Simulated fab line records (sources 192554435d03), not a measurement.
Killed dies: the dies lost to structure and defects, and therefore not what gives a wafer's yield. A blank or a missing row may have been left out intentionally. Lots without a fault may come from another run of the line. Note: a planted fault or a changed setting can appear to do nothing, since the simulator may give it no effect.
fab line records	flow n5-finfet	part 1 of 2: steps 1 to 20 of 25
record lots=5	wafers=15	last-day=18
route steps=1938 shown FIN_SAQP@106
lots with no fault: from the same line, run without faults
start-h: start of the lot's first displayed wafer, in hours after the record's first day	wait-h: hours since the lot's step before	" repeats the value in the row above	L1.1+2: a single row standing in for several wafers	- no value, or no start given	* or withheld: withheld	< > ~ a bound
route shown NAME@n: NAME is a module with steps in the file, n the number in the route of the first one	usual: the fault-free wafers' mean and standard deviation	same: alike in all rows	chamber/n: place in a boat	sites: readings site by site	_std_site: standard deviation of those values	_edge_site: mean of outer sites minus mean of inner sites	radius-mm: how far each site lies from the wafer's centre	mask NAME#n: copy n	behind: tool/chamber where the wafer was last shaped	hold: why the lot was held/for how many hours/how that ended	device: whichever transistor did not switch (one of n, p or np)	end of line: tests run on the same wafers once the route is complete	step lacking rows: just its recipe	killed: dies that structure and defects cost at the first sort, which is not the same as the wafer's yield	map: shows each die of a wafer: x if killed, . if not, _ if none is there
set.NAME: the setting the step ran with; set.NAME@STEP: the setting that earlier step ran with	model.NAME: the simulator's own value behind a step, which no gauge read
lots at some steps of the route; a table a step, a row a wafer
services: when a tool's chamber went out of use (start-h, in hours from the record's first day, below 0 if earlier), for how many hours, and the reason
## steps
# step N5_FIN_SAQP_EBR_12
# recipe solvent=PGMEA	ebr-width-mm=1.5
lot.wafer	tool	chamber	start-h	wait-h
L080.1+3+4	litho-track-01	0	-	-
L083.1+2+4	litho-track-01	0	-	-
L085.1+5+6	litho-track-02	0	-	-
L095.1+2+4	litho-track-01	0	-	-
L097.1+4+6	litho-track-01	0	-	-
# step N5_FIN_SAQP_SOFTBAKE_11
# recipe temp-c=110	time-s=60	resist=CAR-ArF
lot.wafer	tool	chamber	start-h	wait-h
L080.1+3+4	litho-track-01	0	-	-
L083.1+2+4	litho-track-01	0	-	-
L085.1+5+6	litho-track-02	0	-	-
L095.1+2+4	litho-track-01	0	-	-
L097.1+4+6	litho-track-01	0	-	-
# step N5_FIN_SAQP_EXPOSE_13
# recipe mask-id=FIN_CORE	na=1.35	source-shape=dipole	sigma-inner=0.538	sigma-outer=0.738	polarization=te	target-cd-nm=35.6	dose-mj=63.25
# usual focus-offset-nm=-0.1/0.49
lot.wafer	tool	chamber	start-h	wait-h	mask	focus-offset-nm
L080.1	arfi-scanner-03	0	57.84	-	FIN_CORE#0	0.2
L080.3	"	0	"	"	FIN_CORE#0	0.5
L080.4	"	0	"	"	FIN_CORE#0	-1.1
L083.1	arfi-scanner-03	0	75.88	-	FIN_CORE#0	0.5
L083.2	"	0	"	"	FIN_CORE#0	0.0
L083.4	"	0	"	"	FIN_CORE#0	0.0
L085.1	arfi-scanner-01	0	88.40	-	FIN_CORE#0	0.2
L085.5	"	0	"	"	FIN_CORE#0	1.1
L085.6	"	0	"	"	FIN_CORE#0	0.3
L095.1	arfi-scanner-02	0	147.92	-	FIN_CORE#0	-0.4
L095.2	"	0	"	"	FIN_CORE#0	-0.4
L095.4	"	0	"	"	FIN_CORE#0	-0.4
L097.1	arfi-scanner-02	0	159.55	-	FIN_CORE#0	-0.3
L097.4	"	0	"	"	FIN_CORE#0	0.2
L097.6	"	0	"	"	FIN_CORE#0	0.0
# step N5_FIN_SAQP_PEB_14
# recipe peb-temp-c=withheld	peb-time-s=60	resist=CAR-ArF
lot.wafer	tool	chamber	start-h	wait-h
L080.1+3+4	litho-track-01	0	57.90	0.1
L083.1+2+4	litho-track-02	0	75.95	0.1
L085.1+5+6	litho-track-01	0	88.46	0.1
L095.1+2+4	litho-track-02	0	147.98	0.1
L097.1+4+6	litho-track-01	0	159.61	0.1
# step N5_FIN_SAQP_DEVELOP_15
# recipe develop-time-s=30	developer=TMAH	resist=CAR-ArF	dev-temp-c=23	rinse-liquid=diw	dry=air-spin
lot.wafer	tool	chamber	start-h	wait-h
L080.1+3+4	litho-track-01	0	-	-
L083.1+2+4	litho-track-02	0	-	-
L085.1+5+6	litho-track-01	0	-	-
L095.1+2+4	litho-track-02	0	-	-
L097.1+4+6	litho-track-01	0	-	-
# step N5_FIN_SAQP_CD_MEAS_16
# recipe target-cd-nm=35.6	landing-energy-ev=500	detector=se-inlens
# usual cd-nm=35.6/0.31
lot.wafer	tool	chamber	start-h	wait-h	cd-nm
L080.1	cd-sem-03	0	57.96	-	35.8
L080.3	"	0	"	"	35.7
L080.4	"	0	"	"	35.9
L083.1	cd-sem-02	0	76.01	-	34.8
L083.2	"	0	"	"	35.7
L083.4	"	0	"	"	35.2
L085.1	cd-sem-03	0	88.53	-	35.5
L085.5	"	0	"	"	35.9
L085.6	"	0	"	"	35.6
L095.1	cd-sem-03	0	148.05	-	36.0
L095.2	"	0	"	"	35.8
L095.4	"	0	"	"	35.1
L097.1	cd-sem-02	0	159.68	-	35.9
L097.4	"	0	"	"	35.5
L097.6	"	0	"	"	35.4
# step N5_FIN_SAQP_OVL_MEAS_17
# recipe points-per-wafer=44
# usual FIN_CORE_OVL=-0.1/0.89
lot.wafer	tool	chamber	start-h	wait-h	FIN_CORE_OVL[nm]
L080.1	overlay-02	0	58.00	0.0	-1.1
L080.3	"	0	"	"	0.0
L080.4	"	0	"	"	0.0
L083.1	overlay-01	0	76.05	0.0	-0.9
L083.2	"	0	"	"	0.3
L083.4	"	0	"	"	-0.5
L085.1	overlay-02	0	88.57	0.0	-0.1
L085.5	"	0	"	"	-0.8
L085.6	"	0	"	"	-0.8
L095.1	overlay-01	0	148.09	0.0	-1.7
L095.2	"	0	"	"	0.4
L095.4	"	0	"	"	-0.2
L097.1	overlay-01	0	159.72	0.0	1.3
L097.4	"	0	"	"	1.3
L097.6	"	0	"	"	1.2
# step N5_FIN_SAQP_INSPECT_18
# recipe mode=adi	inspect-instrument=brightfield
# usual raw-defect-count=477/130
lot.wafer	tool	chamber	start-h	wait-h	raw-defect-count
L080.1	defect-inspect-02	-	58.03	0.0	418
L080.3	"	-	"	"	451
L080.4	"	-	"	"	350
L083.1	defect-inspect-02	-	76.08	0.0	701
L083.2	"	-	"	"	654
L083.4	"	-	"	"	544
L085.1	defect-inspect-02	-	88.59	0.0	653
L085.5	"	-	"	"	436
L085.6	"	-	"	"	602
L095.1	defect-inspect-02	-	148.11	0.0	907
L095.2	"	-	"	"	461
L095.4	"	-	"	"	446
L097.1	defect-inspect-01	-	159.75	0.0	511
L097.4	"	-	"	"	382
L097.6	"	-	"	"	371
# step N5_FIN_SAQP_DESCUM_21
# recipe chemistry=O2	time-s=7.9	source-power-w=50	bias-power-w=20	pressure-mtorr=20	rf-frequency-hz=2.712e+07	temp-c=40	resist=CAR-ArF	o2-flow-sccm=225
# usual bias-power-w=20.00/0.057	drypump-motor-current-A=5.7/0.4	oes-product-au=0.75/0.062	rf-vpp-V=243.1/1.4	showerhead-plenum-p-Torr=2.09/0.073	throttle-valve-pct=20.54/0.23
lot.wafer	tool	chamber	start-h	wait-h	bias-power-w	drypump-motor-current-A	oes-product-au	rf-hours-counter-h	rf-vpp-V	showerhead-plenum-p-Torr	throttle-valve-pct
L080.1	rie-diel-01	1	58.21	0.2	20.03	5.4	0.74	178	242.8	2.01	21.01
L080.3	"	0	"	"	19.98	5.5	0.77	135	243.2	2.17	20.29
L080.4	"	2	"	"	20.04	5.8	0.73	162	242.9	2.09	20.54
L083.1	rie-diel-03	0	76.25	0.2	19.97	5.3	0.76	147	242.3	2.03	20.52
L083.2	"	2	"	"	20.00	5.7	0.70	233	240.9	1.97	20.77
L083.4	"	3	"	"	19.93	6.6	0.87	36	246.6	2.22	20.15
L085.1	rie-diel-03	0	88.63	0.0	20.14	5.3	0.75	151	240.3	2.03	20.53
L085.5	"	1	"	"	19.92	5.6	0.70	-	243.8	2.15	20.69
L085.6	"	2	"	"	20.06	5.7	0.70	-	241.6	1.97	20.77
L095.1	rie-diel-03	1	148.19	0.1	19.94	5.7	0.68	238	245.5	2.14	20.70
L095.2	"	0	"	"	20.03	5.3	0.74	171	241.8	2.02	20.55
L095.4	"	3	"	"	19.86	6.6	0.84	62	244.0	2.21	20.20
L097.1	rie-diel-06	0	159.78	0.0	20.06	6.5	0.78	123	242.9	2.03	20.51
L097.4	"	2	"	"	19.95	5.4	0.69	248	243.9	2.15	20.62
L097.6	"	2	"	"	20.02	5.3	0.69	-	242.7	2.15	20.62
# step N5_FIN_SAQP_ETCH_51
# recipe chemistry=CF4	target=SiARC	target-depth-a=455	mask-material=CAR-ArF	time-s=75.8	ion-energy-ev=80	pressure-mtorr=40	source-w=545	bias-w=36	Ar_flow_sccm=100	cf4-flow-sccm=100	ends=cleared
# usual bias-w=36.01/0.11	drypump-motor-current-A=5.7/0.4	etch-rf-on-time-s=76.6/1.2	oes-product-au=0.64/0.052	rf-vpp-V=184.2/1.3	showerhead-plenum-p-Torr=2.14/0.073	throttle-valve-pct=15.73/0.24
lot.wafer	tool	chamber	start-h	wait-h	bias-w	drypump-motor-current-A	etch-rf-on-time-s	oes-product-au	rf-hours-counter-h	rf-vpp-V	showerhead-plenum-p-Torr	throttle-valve-pct
L080.1	rie-diel-01	1	58.25	0.0	36.12	5.4	74.2	0.63	178	183.7	2.05	16.06
L080.3	"	0	"	"	36.11	5.5	77.8	0.64	135	186.2	2.24	15.59
L080.4	"	2	"	"	35.96	5.8	76.9	0.63	162	185.1	2.14	15.70
L083.1	rie-diel-03	0	76.28	0.0	36.06	5.3	77.9	0.63	147	183.0	2.06	15.63
L083.2	"	2	"	"	35.85	5.7	78.3	0.60	233	182.3	2.04	16.05
L083.4	"	3	"	"	35.82	6.6	79.3	0.74	37	186.5	2.25	15.31
L085.1	rie-diel-03	0	88.66	0.0	36.08	5.3	77.8	0.63	151	183.8	2.06	15.63
L085.5	"	1	"	"	36.08	5.7	75.4	0.61	-	185.4	2.21	16.00
L085.6	"	2	"	"	35.96	5.7	77.1	0.59	-	182.7	2.04	16.05
L095.1	rie-diel-03	1	148.23	0.0	35.91	5.6	76.4	0.59	238	185.5	2.21	16.03
L095.2	"	0	"	"	36.04	5.3	76.9	0.62	171	184.2	2.06	15.66
L095.4	"	3	"	"	36.24	6.6	78.2	0.72	62	186.7	2.24	15.34
L097.1	rie-diel-06	0	159.81	0.0	36.09	6.5	79.6	0.65	123	184.5	2.07	15.64
L097.4	"	2	"	"	36.06	5.3	77.9	0.58	248	185.2	2.18	15.78
L097.6	"	2	"	"	35.99	5.3	77.9	0.59	-	186.0	2.18	15.77
# step N5_FIN_SAQP_ETCH_52
# recipe chemistry=N2/H2	target=SOC	target-depth-a=1000	overetch-a=200	mask-material=SiARC	temp-c=40	time-s=150	ion-energy-ev=200	pressure-mtorr=30	source-w=840	bias-w=150	n2-flow-sccm=200	h2-flow-sccm=200	ends=end-point
# usual bias-w=150.0/0.42	drypump-motor-current-A=5.7/0.4	oes-product-au=0.67/0.055	rf-vpp-V=523.9/2.7	showerhead-plenum-p-Torr=2.54/0.095	throttle-valve-pct=17.96/0.27
lot.wafer	tool	chamber	start-h	wait-h	bias-w	drypump-motor-current-A	oes-product-au	rf-hours-counter-h	rf-vpp-V	showerhead-plenum-p-Torr	throttle-valve-pct
L080.1	rie-diel-01	1	58.30	0.0	150.5	5.4	0.66	178	520.2	2.43	18.31
L080.3	"	0	"	"	150.1	5.5	0.69	135	526.7	2.66	17.90
L080.4	"	2	"	"	149.6	5.8	0.66	162	523.2	2.55	17.88
L083.1	rie-diel-03	0	76.34	0.0	149.8	5.4	0.67	147	520.1	2.43	17.80
L083.2	"	2	"	"	150.0	5.8	0.63	233	520.6	2.40	18.24
L083.4	"	3	"	"	149.3	6.6	0.80	37	528.5	2.68	17.42
L085.1	rie-diel-03	0	88.72	0.0	149.5	5.4	0.67	151	519.9	2.43	17.78
L085.5	"	1	"	"	150.7	5.7	0.63	-	526.8	2.64	18.33
L085.6	"	2	"	"	149.9	5.7	0.63	-	520.9	2.40	18.26
L095.1	rie-diel-03	1	148.28	0.0	150.0	5.7	0.62	238	525.3	2.63	18.37
L095.2	"	0	"	"	149.7	5.4	0.66	171	520.8	2.42	17.83
L095.4	"	3	"	"	149.6	6.6	0.76	62	528.7	2.67	17.46
L097.1	rie-diel-06	0	159.87	0.0	149.6	6.5	0.69	123	521.2	2.45	17.78
L097.4	"	2	"	"	150.2	5.3	0.62	248	525.8	2.60	17.99
L097.6	"	2	"	"	149.8	5.4	0.61	-	526.6	2.60	18.00
# step N5_FIN_SAQP_STRIP_53
# recipe chemistry=N2/H2	temp-c=40	n2-flow-sccm=200	h2-flow-sccm=200	rf-frequency-hz=6e+07
lot.wafer	tool	chamber	start-h	wait-h
L080.1+3+4	rie-diel-01	1,0,2	58.40	0.0
L083.1+2+4	rie-diel-03	0,2,3	76.44	0.0
L085.1+5+6	rie-diel-03	0,1,2	88.82	0.0
L095.1+2+4	rie-diel-03	1,0,3	148.38	0.0
L097.1+4+6	rie-diel-06	0,2,2	159.97	0.0
# step N5_FIN_SAQP_HM_OPEN_73
# recipe chemistry=CHF3/O2	target=SiO2	stop-on=a-Si	target-depth-a=120	over-etch-frac=1.8	mask-material=SOC	time-s=16.8	pressure-mtorr=30	source-w=650	bias-w=170	Ar_flow_sccm=200	CHF3_flow_sccm=50	O2_flow_sccm=5	ion-energy-ev=200	ends=end-point
# usual O2_flow_sccm=4.999/0.016	bias-w=170.1/0.53	drypump-motor-current-A=5.7/0.4	oes-product-au=0.45/0.037	rf-vpp-V=526/7.3	showerhead-plenum-p-Torr=2.41/0.086	throttle-valve-pct=18.94/0.24
lot.wafer	tool	chamber	start-h	wait-h	O2_flow_sccm	bias-w	drypump-motor-current-A	oes-product-au	rf-hours-counter-h	rf-vpp-V	showerhead-plenum-p-Torr	throttle-valve-pct
L080.1	rie-diel-01	1	58.41	0.0	4.996	170.2	5.4	0.44	178	521	2.31	19.27
L080.3	"	0	"	"	4.981	170.0	5.5	0.46	135	529	2.52	18.80
L080.4	"	2	"	"	5.006	169.7	5.8	0.44	162	514	2.41	18.90
L083.1	rie-diel-03	0	76.45	0.0	4.993	169.9	5.3	0.44	147	529	2.32	18.81
L083.2	"	2	"	"	4.970	170.0	5.7	0.42	233	524	2.29	19.26
L083.4	"	3	"	"	4.991	170.3	6.6	0.53	37	534	2.55	18.58
L085.1	rie-diel-03	0	88.83	0.0	4.974	168.8	5.3	0.46	151	527	2.32	18.82
L085.5	"	1	"	"	5.004	169.4	5.7	0.43	-	523	2.50	19.21
L085.6	"	2	"	"	4.992	170.6	5.7	0.42	-	524	2.29	19.28
L095.1	rie-diel-03	1	148.39	0.0	4.978	169.7	5.7	0.42	238	521	2.49	19.26
L095.2	"	0	"	"	4.991	170.0	5.3	0.44	171	527	2.31	18.86
L095.4	"	3	"	"	4.997	170.1	6.6	0.51	62	536	2.54	18.62
L097.1	rie-diel-06	0	159.98	0.0	4.996	169.9	6.5	0.46	123	534	2.32	18.81
L097.4	"	2	"	"	5.000	169.5	5.3	0.42	248	537	2.45	18.91
L097.6	"	2	"	"	4.999	169.8	5.3	0.41	-	536	2.45	18.92
# step N5_FIN_SAQP_STRIP_74
# recipe chemistry=CHF3/O2	resist=SiARC	rf-frequency-hz=6e+07
lot.wafer	tool	chamber	start-h	wait-h
L080.1+3+4	rie-diel-01	1,0,2	58.46	0.0
L083.1+2+4	rie-diel-03	0,2,3	76.50	0.0
L085.1+5+6	rie-diel-03	0,1,2	88.88	0.0
L095.1+2+4	rie-diel-03	1,0,3	148.44	0.0
L097.1+4+6	rie-diel-06	0,2,2	160.03	0.0
# step N5_FIN_SAQP_MANDREL_ETCH_22
# recipe target-depth-a=600	chemistry=HBr/Cl2	target=a-Si	stop-on=SiNx	bt-time-s=10	over-etch-frac=0.5	time-s=30	pressure-mtorr=10	icp-w=800	bias-w=75	HBr_flow_sccm=150	Cl2_flow_sccm=80	ends=end-point
# usual bias-w=75.00/0.22	drypump-motor-current-A=5.5/0.41	he-backside-leak-sccm=2.9/0.31	oes-product-au=0.773/0.018	throttle-valve-pct=35.36/0.24
lot.wafer	tool	chamber	start-h	wait-h	bias-w	drypump-motor-current-A	he-backside-leak-sccm	oes-product-au	rf-hours-counter-h	throttle-valve-pct
L080.1	rie-si-03	2	58.49	0.0	75.25	5.3	2.3	0.766	6	35.70
L080.3	"	0	"	"	75.10	5.0	2.8	0.793	52	35.49
L080.4	"	1	"	"	74.74	5.7	3.1	0.790	180	35.04
L083.1	rie-si-01	2	76.53	0.0	74.93	5.1	2.8	0.739	46	35.55
L083.2	"	3	"	"	75.00	6.2	3.1	0.763	180	35.14
L083.4	"	0	"	"	75.03	5.6	3.1	0.739	112	35.21
L085.1	rie-si-03	1	88.91	0.0	75.11	5.7	3.0	0.793	180	35.06
L085.5	"	3	"	"	74.47	5.3	2.9	0.805	-	35.19
L085.6	"	0	"	"	75.30	5.0	2.9	0.794	-	35.48
L095.1	rie-si-03	2	148.48	0.0	75.02	5.3	2.3	0.764	8	35.72
L095.2	"	1	"	"	75.03	5.7	3.1	0.775	182	35.07
L095.4	"	3	"	"	74.76	5.3	3.1	0.793	114	35.22
L097.1	rie-si-03	2	160.06	0.0	75.30	5.3	2.4	0.754	8	35.73
L097.4	"	3	"	"	75.54	5.3	3.0	0.796	114	35.21
L097.6	"	1	"	"	75.01	5.7	2.9	0.789	-	35.06
# step N5_FIN_SAQP_STRIP_55
# recipe chemistry=N2/H2	power-w=500	temp-c=40	pressure-mtorr=50	rf-frequency-hz=6e+07	overash-fraction=0.3	bias-power-w=28	h2-frac=0.5	n2-flow-sccm=300	h2-flow-sccm=300
# usual bias-power-w=28.00/0.079	drypump-motor-current-A=5.7/0.36	oes-product-au=0.75/0.068	rf-vpp-V=121.6/1.6	showerhead-plenum-p-Torr=3.36/0.12	throttle-valve-pct=19.1/0.41
lot.wafer	tool	chamber	start-h	wait-h	bias-power-w	drypump-motor-current-A	oes-product-au	rf-hours-counter-h	rf-vpp-V	showerhead-plenum-p-Torr	throttle-valve-pct
L080.1	rie-diel-01	3	58.59	0.1	27.98	5.5	0.76	154	119.1	3.34	18.7
L080.3	"	1	"	"	27.96	5.4	0.73	178	120.2	3.21	19.4
L080.4	"	0	"	"	28.03	5.5	0.76	135	122.1	3.51	19.3
L083.1	rie-diel-06	2	76.63	0.1	28.03	5.3	0.71	219	124.7	3.45	19.1
L083.2	"	0	"	"	27.97	6.5	0.81	94	122.7	3.26	18.6
L083.4	"	3	"	"	28.18	5.6	0.68	242	122.5	3.31	19.7
L085.1	rie-diel-03	1	89.03	0.1	28.05	5.7	0.70	216	122.4	3.49	19.7
L085.5	"	2	"	"	28.03	5.8	0.70	-	121.2	3.17	19.4
L085.6	"	1	"	"	27.98	5.7	0.71	-	121.2	3.49	19.7
L095.1	rie-diel-03	1	148.57	0.1	27.98	5.7	0.68	238	121.8	3.47	19.7
L095.2	"	2	"	"	27.93	5.8	0.97	3	120.4	3.57	19.0
L095.4	"	3	"	"	28.18	6.6	0.83	62	124.0	3.52	18.2
L097.1	rie-diel-03	0	160.16	0.1	28.05	5.4	0.74	174	120.8	3.21	19.0
L097.4	"	1	"	"	28.08	5.7	0.68	241	123.0	3.47	19.7
L097.6	"	2	"	"	28.06	5.7	0.96	-	122.7	3.57	19.0
# step N5_FIN_SAQP_STRIP_23
# recipe chemistry=SPM	time-s=750	temp-c=130	h2so4-h2o2-vol-ratio=4
lot.wafer	tool	chamber	start-h	wait-h
L080.1+3+4	wet-bench-01	7,4,0	58.66	-
L083.1+2+4	wet-bench-04	5,4,7	76.70	-
L085.1+5+6	wet-bench-02	6,2,5	89.10	-
L095.1+2+4	wet-bench-01	1,7,2	148.64	-
L097.1+4+6	wet-bench-04	0,3,6	160.23	-
# step N5_FIN_SAQP_SRD_66
# recipe dry=ipa-marangoni	time-s=30	temp-c=23	rinse-liquid=diw
lot.wafer	tool	chamber	start-h	wait-h
L080.1+3+4	wet-bench-01	7,4,0	58.87	0.0
L083.1+2+4	wet-bench-04	5,4,7	76.91	0.0
L085.1+5+6	wet-bench-02	6,2,5	89.31	0.0
L095.1+2+4	wet-bench-01	1,7,2	148.85	0.0
L097.1+4+6	wet-bench-04	0,3,6	160.44	0.0
# step N5_FIN_SAQP_RECESS_75
# recipe chemistry=HF/NH3	target=SiO2	target-depth-a=144	afs-cycles=3	temp-c=30	sublimation-temp-c=180	sublimation-time-s=60
# usual drypump-motor-current-A=5.8/0.32
lot.wafer	tool	chamber	start-h	wait-h	drypump-motor-current-A
L080.1	vapor-etch-02	1	58.92	0.0	5.6
L080.3	"	1	"	"	5.6
L080.4	"	0	"	"	6.2
L083.1	vapor-etch-01	1	76.95	0.0	5.8
L083.2	"	0	"	"	5.4
L083.4	"	1	"	"	5.8
L085.1	vapor-etch-02	1	89.36	0.0	5.6
L085.5	"	0	"	"	6.2
L085.6	"	1	"	"	5.6
L095.1	vapor-etch-02	1	148.90	0.0	5.6
L095.2	"	0	"	"	6.2
L095.4	"	1	"	"	5.6
L097.1	vapor-etch-01	1	160.48	0.0	5.8
L097.4	"	0	"	"	5.4
L097.6	"	1	"	"	5.8
# step N5_FIN_SAQP_SPACER1_ALD_24
# recipe material=SiO2	target-thk-a=203	temp-c=300	ald-precursor-family=BDEAS	ald-co-reactant=O2-plasma	pulse-time-s=1	purge-time-s=2	co-reactant-purge-time-s=2	ald-cycles=218	pressure-torr=2
# usual heater-power-w=467/39	precursor-pulse-height-rel=1.001/0.019
# same purge-time-s=2
lot.wafer	tool	chamber	start-h	wait-h	heater-power-w	precursor-pulse-height-rel
L080.1	ald-sin-01	1	59.30	0.3	437	0.982
L080.3	"	0	"	"	543	0.994
L080.4	"	2	"	"	496	1.035
L083.1	ald-sin-04	3	78.06	1.0	435	1.009
L083.2	"	2	"	"	495	0.984
L083.4	"	0	"	"	548	1.034
L085.1	ald-sin-03	3	89.99	0.5	413	0.993
L085.5	"	3	"	"	401	0.993
L085.6	"	2	"	"	453	1.021
L095.1	ald-sin-04	1	149.54	0.5	477	1.000
L095.2	"	2	"	"	471	1.001
L095.4	"	3	"	"	401	1.001
L097.1	ald-sin-01	0	161.18	0.5	532	1.010
L097.4	"	1	"	"	457	1.000
L097.6	"	0	"	"	544	1.001
